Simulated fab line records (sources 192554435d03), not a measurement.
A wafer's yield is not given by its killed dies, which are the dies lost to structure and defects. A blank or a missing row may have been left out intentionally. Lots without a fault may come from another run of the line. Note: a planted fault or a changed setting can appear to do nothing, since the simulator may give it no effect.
fab line records    flow n5-finfet
[record] lots = 4  wafers = 10  last-day = 17
route steps=1938 shown BEOL_M3@1012 BEOL_M4@1021 PASSIVATION@1936
lots that met no fault: from a run of the same line without faults
start-h: hours from the record's opening day to when the first of the lot's shown wafers began    wait-h: hours since the lot's step before    " as in the row above    L1.1+2: one row covering several wafers at once    - either no value or no given start    * or withheld: withheld    < > ~ a bound
route shown NAME@n: names a module that has steps shown in the file, with the first one's number in the route    usual: mean/standard deviation taken from wafers without a fault    same: alike in all rows    chamber/n: place in a boat    sites: per-site readings    _std_site: standard deviation across them    _edge_site: the outer-site mean with the inner-site mean subtracted    radius-mm: how far each site lies from the wafer's centre    mask NAME#n: copy n    behind: the last tool/chamber to shape the wafer    hold: why the lot was held/for how many hours/how that ended    device: names the non-switching transistor (n, p or np)    end of line: tests run on the same wafers once the route is complete    where a step has no rows: the recipe by itself    killed: at the first sort, the dies lost to defects and structure; wafer yield is something else    map: a wafer's dies, marking killed ones x, the rest . and places with no die _
set.NAME: the setting as run; set.NAME@STEP: as run at that earlier step    model.NAME: the simulator's own value behind a step, which no gauge read
lots at some steps of the route; a table a step, a row a wafer
services: from which hour (start-h, from the record's first day; less than 0 if before it) a tool's chamber was out of use, for how many hours, and why
[[steps]]
[step N5_BEOL_M3_ANNEAL_51]
[recipe] temp-c = 225  time-s = 90  ambient = N2
[step N5_BEOL_M3_CMP_52]
[recipe] stop-on = SiOC  t-overpolish-s = 6.8  down-force-psi = 1  platen-rpm = 50  clearing-platen-down-force-psi = 1.5  clearing-platen-rpm = 50  post-cmp-clean = cu-alkaline  target-thk-nm = 40  clearing-platen-pad-velocity-m-s = 0.99484  pad-velocity-m-s = 0.99484
[step N5_BEOL_M3_PRE_CLEAN_60]
[recipe] gas = NH3/H2  time-s = 15  temp-c = *  rf-power-w = 300
[step N5_BEOL_M3_CO_CAP_55]
[recipe] material = Co  target-thk-a = 20  temp-c = 200  precursor = CCTBA/H2  pressure-torr = 30  time-s = 102.1
[step N5_BEOL_M3_PRE_CLEAN_56]
[recipe] gas = NH3  time-s = 15  temp-c = withheld  rf-power-w = 300
[step N5_BEOL_M3_DEP_57]
[recipe] material = SiCN  target-thk-a = 80  temp-c = withheld  precursor = 3MS/NH3  pressure-torr = 3  rf-w = 202  time-s = 14
[step N5_BEOL_M4_ILD_DEP_00]
[recipe] material = SiOC  target-thk-a = 790  temp-c = 350  precursor = DEMS/O2  pressure-torr = 5  rf-w = 500  time-s = 15.3
[step N5_BEOL_M4_PECVD_72]
[recipe] material = SiO2  target-thk-a = 160  temp-c = 400  precursor = TEOS/O2  pressure-torr = 5.5  rf-w = 450  teos-flow-sccm = 53.8  gas = O2  flow-sccm = 3000  time-s = 18
[step N5_BEOL_M4_HM_DEP_02]
[recipe] material = TiN  target-thk-a = 200  temp-c = 25  chamber-pressure-pa = 0.49996
[usual] throttle-valve-pct = 30.4/0.83
lot.wafer  tool            chamber  start-h  wait-h  throttle-valve-pct  model.TiN_of_BEOL_M4_HM_DEP_02.thk-nm
L821.3     pvd-sputter-01  -        215.83   0.3     30.6                20
L821.4     "               -        "        "       29.5                20.4
L821.6     "               -        "        "       30.8                19.8
L830.1     pvd-sputter-02  -        285.44   3.6     29.4                20.4
L830.4     "               -        "        "       32.6                20.2
L830.6     "               -        "        "       32.4                20.2
L831.3     pvd-sputter-01  -        288.14   0.0     29.4                20
L831.6     "               -        "        "       31.0                13.2
L833.1     pvd-sputter-01  -        291.86   0.6     30.6                19.8
L833.6     "               -        "        "       30.8                13
[step N5_BEOL_M4_COAT_61]
[recipe] resist = SOC  temp-c = 250  time-s = 60  spin-rpm = 1500  resist-thk-nm = 60
[step N5_BEOL_M4_COAT_62]
[recipe] resist = SiARC  temp-c = 220  time-s = 60  spin-rpm = 1500  resist-thk-nm = 12
[step N5_BEOL_M4_COAT_73]
[recipe] resist = underlayer  temp-c = 205  time-s = 60  spin-rpm = 1500  resist-thk-nm = 5
[step N5_BEOL_M4_COAT_05]
[recipe] resist = CAR-EUV  spin-rpm = 1500  resist-thk-nm = 30
[step N5_BEOL_M4_EBR_07]
[recipe] solvent = PGMEA  ebr-width-mm = 1.5
[step N5_BEOL_M4_SOFTBAKE_06]
[recipe] temp-c = 110  time-s = 60  resist = CAR-EUV
[step N5_BEOL_M4_EXPOSE_08]
[recipe] mask-id = M4  na = 0.33  source-shape = dipole  sigma-inner = 0.369  sigma-outer = 0.767  polarization = unpolarized  dose-mj = 41.25
[step N5_BEOL_M4_PEB_09]
[recipe] peb-temp-c = 100  peb-time-s = 60  resist = CAR-EUV
[step N5_BEOL_M4_DEVELOP_10]
[recipe] develop-time-s = 30  developer = TMAH  resist = CAR-EUV  rinse-liquid = surfactant-rinse  dry = air-spin  dev-temp-c = 23
[step N5_BEOL_M4_DESCUM_16]
[recipe] chemistry = O2  time-s = 7  source-power-w = 50  bias-power-w = 20  pressure-mtorr = 20  rf-frequency-hz = 2.712e+07  temp-c = 40  resist = CAR-EUV  o2-flow-sccm = 225
[step N5_BEOL_M4_ETCH_74]
[recipe] chemistry = N2/H2  target = underlayer  target-depth-a = 65  mask-material = CAR-EUV  time-s = 5.2  ion-energy-ev = 200  pressure-mtorr = 30  source-w = 840  bias-w = 150  n2-flow-sccm = 200  h2-flow-sccm = 200  ends = cleared
[step N5_BEOL_M4_ETCH_63]
[recipe] chemistry = CF4  target = SiARC  target-depth-a = 156  mask-material = CAR-EUV  time-s = 26  ion-energy-ev = 80  pressure-mtorr = 40  source-w = 545  bias-w = 36  Ar_flow_sccm = 100  cf4-flow-sccm = 100  ends = cleared
[step N5_BEOL_M4_ETCH_64]
[recipe] chemistry = N2/H2  target = SOC  target-depth-a = 750  overetch-a = 225  mask-material = SiARC  temp-c = 40  time-s = 121.9  ion-energy-ev = 200  pressure-mtorr = 30  source-w = 840  bias-w = 150  n2-flow-sccm = 200  h2-flow-sccm = 200
[step N5_BEOL_M4_STRIP_65]
[recipe] chemistry = N2/H2  temp-c = 40  n2-flow-sccm = 200  h2-flow-sccm = 200  rf-frequency-hz = 6e+07
[step N5_BEOL_M4_STRIP_75]
[recipe] chemistry = N2/H2  temp-c = 40  n2-flow-sccm = 200  h2-flow-sccm = 200  rf-frequency-hz = 6e+07
[step N5_BEOL_M4_STRIP_66]
[recipe] chemistry = CF4  resist = SiARC  power-w = 300  bias-power-w = 75  pressure-mtorr = 50  cf4-flow-sccm = 150  rf-frequency-hz = 6e+07
[step N5_BEOL_M4_HM_OPEN_17]
[recipe] chemistry = Cl2/BCl3  target-depth-a = 200  overetch-a = 60  target = TiN  mask-material = SOC  ion-energy-ev = 150  pressure-mtorr = 10  icp-w = 1000  bias-w = 126  Cl2_flow_sccm = 53.25  bcl3-flow-sccm = 21.75  Ar_flow_sccm = 25
[usual] drypump-motor-current-A = 5.8/0.42  oes-product-au = 0.67/0.093  throttle-valve-pct = 21.8/0.31
lot.wafer  tool          chamber  start-h  wait-h  drypump-motor-current-A  oes-product-au  rf-hours-counter-h  throttle-valve-pct  model.etch.depth-nm
L821.3     rie-metal-01  0        216.76   0.1     5.8                      0.72            -                   21.5                19.95
L821.4     "             1        "        "       5.3                      0.68            -                   21.9                20.34
L821.6     "             1        "        "       5.3                      0.66            -                   21.9                19.86
L830.1     rie-metal-01  1        286.34   0.0     5.3                      0.66            47                  22.0                20.39
L830.4     "             0        "        "       5.8                      0.71            -                   21.5                20.15
L830.6     "             1        "        "       5.3                      0.66            -                   22.0                20.21
L831.3     rie-metal-01  0        290.61   0.1     5.8                      0.70            -                   21.5                19.93
L831.6     "             1        "        "       5.3                      0.53            -                   22.2                13.25
L833.1     rie-metal-02  0        292.76   0.0     5.9                      0.70            26                  21.5                19.89
L833.6     "             0        "        "       6.0                      0.57            -                   21.7                12.94
[step N5_BEOL_M4_STRIP_19]
[recipe] chemistry = O2  power-w = 400  temp-c = 40  pressure-mtorr = 30  rf-frequency-hz = 6e+07  bias-power-w = 0  overash-fraction = 0.2  o2-flow-sccm = 225
[step N5_BEOL_M4_COAT_67]
[recipe] resist = SOC  temp-c = 250  time-s = 60  spin-rpm = 1500  resist-thk-nm = 60
[step N5_BEOL_M4_COAT_68]
[recipe] resist = SiARC  temp-c = 220  time-s = 60  spin-rpm = 1500  resist-thk-nm = 12
[step N5_BEOL_M4_COAT_76]
[recipe] resist = underlayer  temp-c = 205  time-s = 60  spin-rpm = 1500  resist-thk-nm = 5
[step N5_BEOL_M4_COAT_22]
[recipe] resist = CAR-EUV  spin-rpm = 1500  resist-thk-nm = 30
[step N5_BEOL_M4_EBR_24]
[recipe] solvent = PGMEA  ebr-width-mm = 1.5
[step N5_BEOL_M4_SOFTBAKE_23]
[recipe] temp-c = 110  time-s = 60  resist = CAR-EUV
[step N5_BEOL_M4_EXPOSE_25]
[recipe] mask-id = V3  na = 0.33  source-shape = quasar  sigma-inner = 0.2  sigma-outer = 0.8  polarization = unpolarized  defocus-nm = 5  dose-mj = 63
[step N5_BEOL_M4_TRENCH_ETCH_37]
[recipe] chemistry = C4F6/O2  target-depth-a = 555.55  target = SiOC  time-s = 29.2  ion-energy-ev = 250  pressure-mtorr = 30  source-w = 355  bias-w = 185  Ar_flow_sccm = 300  C4F6_flow_sccm = 10  O2_flow_sccm = 10
[usual] O2_flow_sccm = 10.000/0.027  drypump-motor-current-A = 5.6/0.37  oes_f_703_au = 0.80/0.089  oes-product-au = 0.79/0.087  rf-vpp-V = 655/14  showerhead-plenum-p-Torr = 2.83/0.083  throttle-valve-pct = 20.75/0.24
lot.wafer  tool         chamber  start-h  wait-h  O2_flow_sccm  drypump-motor-current-A  oes_f_703_au  oes-product-au  rf-hours-counter-h  rf-vpp-V  showerhead-plenum-p-Torr  throttle-valve-pct  model.TiN_of_BEOL_M4_HM_DEP_02.thk-nm
L821.3     rie-diel-01  0        -        -       10.013        5.8                      0.73          0.72            226                 669       2.68                      20.78               17.6
L821.4     "            2        "        "       10.006        5.9                      0.91          0.89            22                  648       2.83                      20.80               18
L821.6     "            0        "        "       9.982         5.7                      0.73          0.72            -                   671       2.69                      20.75               17.4
L830.1     rie-diel-01  1        -        -       9.984         5.8                      0.79          0.80            96                  649       2.89                      20.51               18
L830.4     "            3        "        "       10.006        5.3                      0.69          0.67            220                 659       2.95                      21.04               17.8
L830.6     "            2        "        "       10.041        5.9                      0.86          0.86            -                   646       2.82                      20.82               18
L831.3     rie-diel-03  0        -        -       9.988         6.4                      0.70          0.69            228                 642       2.82                      21.10               17.6
L831.6     "            2        "        "       9.968         5.6                      0.83          0.85            -                   676       2.85                      20.27               11
L833.1     rie-diel-01  3        -        -       10.032        5.3                      0.68          0.67            224                 660       2.95                      21.04               17.6
L833.6     "            2        "        "       9.988         5.9                      0.86          0.86            -                   647       2.82                      20.83               10.6
[step N5_BEOL_M4_RC_MEAS_101]
[usual] DIBL_N = 36.2/2  DIBL_P = 36.1/2.4  IOFF_N = 0.16/0.035  IOFF_P = 0.22/0.041  ION_N = 675/14  ION_P = 465/8.6  SS_N = 71.5/0.64  SS_P = 73.2/0.76  VT_N = 250/3.9  VT_P = -249/3.4
lot.wafer  tool       chamber  start-h  wait-h  DIBL_N[mV/V]  DIBL_P[mV/V]  IOFF_N[nA/um]  IOFF_P[nA/um]  ION_N[uA/um]  ION_P[uA/um]  SS_N[mV/dec]  SS_P[mV/dec]  VT_N[mV]  VT_P[mV]
L821.3     prober-02  0        227.29   0.3     39.9          40.1          0.22           0.27           695           472           72.5          74.0          243       -245
L821.4     "          0        "        "       35.2          33.3          0.12           0.15           671           460           71.5          73.3          252       -253
L821.6     "          0        "        "       36.2          35.1          0.15           0.18           688           465           71.3          72.9          247       -252
L830.1     prober-02  0        293.08   0.0     37.7          38.8          0.20           0.26           680           471           71.8          73.9          249       -249
L830.4     "          0        "        "       38.1          37.5          0.18           0.22           685           469           72.8          73.9          251       -250
L830.6     "          0        "        "       34.9          35.0          0.14           0.18           665           457           71.4          73.3          254       -252
L831.3     prober-02  0        297.65   0.3     32.2          28.9          0.08           0.14           657           455           70.4          71.8          261       -254
L831.6     "          0        "        "       36.7          33.0          0.15           0.19           660           458           71.9          72.6          251       -251
L833.1     prober-01  0        298.57   0.0     35.0          34.5          0.13           0.20           660           465           70.9          73.2          251       -249
L833.6     "          0        "        "       36.2          34.7          0.14           0.18           671           457           71.6          73.4          252       -255
[step N5_PASSIVATION_PROBE_49]
[usual] defect-limited-yield = 91.1/1.4  killed_at_M0_to_M3 = 36/9.9  killed_at_M4_up = 13/5.8  killed-at-contacts = 14/5.9  killed-at-front-end = 39/11  killed-at-other = 3.4/2.9  killed-dies = 105/17  killed-open = 70/13  killed-short = 34/7.3  sort_bin_5_function = 5.3/1  sort_bin_6_memory = 3.3/0.62  sort-n-pass = 1075/17  sort-yield-pct = 91.1/1.4
[same] gross-dies = 1180  killed-at-back-side = 0  sort_bin_4_leakage[%] = 0  sort_bin_8_speed[%] = 0
lot.wafer  tool       chamber  start-h  wait-h  defect-limited-yield[%]  killed_at_M0_to_M3  killed_at_M4_up  killed-at-contacts  killed-at-front-end  killed-at-other  killed-dies  killed-open  killed-short  sort_bin_5_function[%]  sort_bin_6_memory[%]  sort-n-pass  sort-yield-pct[%]
L821.3     prober-02  -        333.66   0.5     92.8                     45                  6                10                  23                   1                85           54           30            3.9                     3.2                   1095         92.8
L821.4     prober-02  -        333.71   0.5     92.2                     33                  21               14                  23                   1                92           63           29            4.8                     2.6                   1088         92.2
L821.6     prober-02  -        333.81   0.6     93.6                     39                  10               6                   20                   0                75           55           19            4.0                     2.4                   1105         93.6
L830.1     prober-01  -        399.38   0.0     88.6                     52                  20               16                  47                   0                135          91           41            7.3                     3.5                   1045         88.6
L830.4     prober-01  -        399.53   0.2     87.5                     55                  20               9                   45                   19               148          89           49            6.5                     4.9                   1032         87.5
L830.6     prober-01  -        399.63   0.3     89.9                     31                  19               25                  40                   4                119          87           31            6.5                     3.2                   1061         89.9
L833.1     prober-02  -        404.74   0.0     92.4                     28                  3                21                  35                   3                90           59           29            5.2                     2.4                   1090         92.4
L833.6     prober-02  -        404.99   0.3     90.6                     24                  24               26                  33                   4                111          79           30            5.9                     3.2                   1069         90.6
L831.3     prober-01  -        411.11   0.1     91.0                     24                  24               10                  47                   1                106          72           32            5.7                     3.1                   1074         91.0
L831.6     prober-01  -        411.26   0.3     92.5                     19                  12               15                  39                   4                89           56           33            4.1                     3.1                   1091         92.5
// killed by level:class
L821.3 BEOL_M0_SAQP:geometric-particle:short=9 MOL_CONTACT_COAG:geometric-particle:open=8 BEOL_M0_SAQP:geometric-particle:open=7 BEOL_M2:geometric-particle:open=7 BEOL_M3:geometric-particle:open=7 BEOL_M0:geometric-particle:open=6 FIN_SAQP:geometric-particle:short=5 BEOL_M1:geometric-particle:open=4
L821.4 MOL_CONTACT_COAG:geometric-particle:open=11 BEOL_M4:geometric-particle:open=11 BEOL_M0_SAQP:geometric-particle:open=8 BEOL_M2:geometric-particle:open=6 DUMMY_GATE:geometric-particle:open=5 GATE_CUT:geometric-particle:short=5 BEOL_M0:geometric-particle:open=5 BEOL_M3:geometric-particle:open=5
L821.6 BEOL_M2:geometric-particle:open=10 BEOL_M3:geometric-particle:open=9 BEOL_M0_SAQP:geometric-particle:short=8 STARTING-WAFER:geometric-particle:open=7 BEOL_M4:geometric-particle:open=7 MOL_CONTACT_COAG:geometric-particle:open=6 DUMMY_GATE:geometric-particle:open=5 BEOL_M0_SAQP:geometric-particle:open=4
L830.1 BEOL_M2:geometric-particle:open=17 FIN_SAQP:geometric-particle:open=15 BEOL_M4:geometric-particle:open=14 MOL_CONTACT_COAG:geometric-particle:open=12 BEOL_M2:geometric-particle:short=10 FIN_SAQP:geometric-particle:short=9 BEOL_M3:geometric-particle:open=8 BEOL_M0_SAQP:geometric-particle:short=6
L830.4 BEOL_M2:geometric-particle:open=17 BEOL_M4:geometric-particle:open=13 HKMG_FIN:area-etch=9 BEOL_M0_SAQP:geometric-particle:open=8 FIN_SAQP:geometric-particle:open=7 FIN_SAQP:geometric-particle:short=7 STI_FIN_REVEAL:geometric-particle:open=7 BEOL_M0_SAQP:geometric-particle:short=7
L830.6 MOL_CONTACT_COAG:geometric-particle:open=17 FIN_SAQP:geometric-particle:open=15 BEOL_M2:geometric-particle:open=10 DUMMY_GATE:geometric-particle:open=8 MOL_CONTACT_COAG:geometric-particle:short=8 BEOL_M4:geometric-particle:open=7 BEOL_M2:geometric-particle:short=6 BEOL_M0_SAQP:geometric-particle:open=5
L833.1 MOL_CONTACT_COAG:geometric-particle:open=19 BEOL_M0_SAQP:geometric-particle:short=11 FIN_SAQP:geometric-particle:short=8 STI_FIN_REVEAL:geometric-particle:open=6 BEOL_M0_SAQP:geometric-particle:open=6 FIN_SAQP:geometric-particle:open=5 DUMMY_GATE:geometric-particle:open=5 GATE_CUT:geometric-particle:short=3
L833.6 MOL_CONTACT_COAG:geometric-particle:open=21 STI_FIN_REVEAL:geometric-particle:open=11 FIN_SAQP:geometric-particle:open=6 BEOL_M5:geometric-particle:open=6 FIN_SAQP:geometric-particle:short=5 MOL_CONTACT_COAG:geometric-particle:short=5 BEOL_M2:geometric-particle:open=5 BEOL_M4:geometric-particle:open=5
L831.3 FIN_SAQP:geometric-particle:short=11 STI_FIN_REVEAL:geometric-particle:open=11 BEOL_M4:geometric-particle:open=11 DUMMY_GATE:geometric-particle:open=10 MOL_CONTACT_COAG:geometric-particle:open=9 BEOL_M2:geometric-particle:open=7 BEOL_M3:geometric-particle:open=7 BEOL_M0_SAQP:geometric-particle:short=4
L831.6 STI_FIN_REVEAL:geometric-particle:open=12 MOL_CONTACT_COAG:geometric-particle:open=9 BEOL_M2:geometric-particle:open=7 MOL_CONTACT_COAG:geometric-particle:short=6 FIN_SAQP:geometric-particle:short=5 DUMMY_GATE:geometric-particle:open=5 BEOL_M4:geometric-particle:open=5 FIN_SAQP:geometric-particle:open=4
[[services]]
tool          chamber  start-h  hours  kind
rie-diel-01   1        202.82   3.8    repair
rie-metal-02  -        212.04   0.4    repair
rie-diel-03   3        234.65   -      clean
rie-diel-03   3        234.65   -      consumable-replace:focus-ring
rie-diel-03   3        234.65   20.9   scheduled-down
rie-diel-03   3        234.65   20.9   vent-cycle
rie-diel-01   -        236.60   0.2    repair
rie-metal-02  -        286.09   2.8    pm
rie-diel-01   0        293.81   -      clean
rie-diel-01   0        293.81   -      consumable-replace:focus-ring
rie-diel-01   0        293.81   -      consumable-replace:showerhead
rie-diel-01   0        293.81   15.5   scheduled-down
rie-diel-01   0        293.81   15.5   vent-cycle
[[key]]
first-sign none at tools or gauges
[model-effect] step = N5_BEOL_M4_HM_DEP_02  value = TiN_of_BEOL_M4_HM_DEP_02.thk-nm  without = 19.8  struck = 13.1
[model-effect] step = N5_BEOL_M4_HM_OPEN_17  value = etch.depth-nm  without = 19.8  struck = 13.09
[model-effect] step = N5_BEOL_M4_TRENCH_ETCH_37  value = TiN_of_BEOL_M4_HM_DEP_02.thk-nm  without = 17.5  struck = 10.8
met-at N5_BEOL_M4_HM_DEP_02
struck-wafers L831.6,L833.6
onset-between 215.83 288.14
[fault] kind = process-parameter-drift  tool = pvd-sputter-01  chamber = -  onset-h = 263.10  steps = N5_BEOL_M4_HM_DEP_02  channel = target-thk-a  offset = *  shape = step  end-h = 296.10  scope = struck-wafers-only  acts-in = *  stated = *
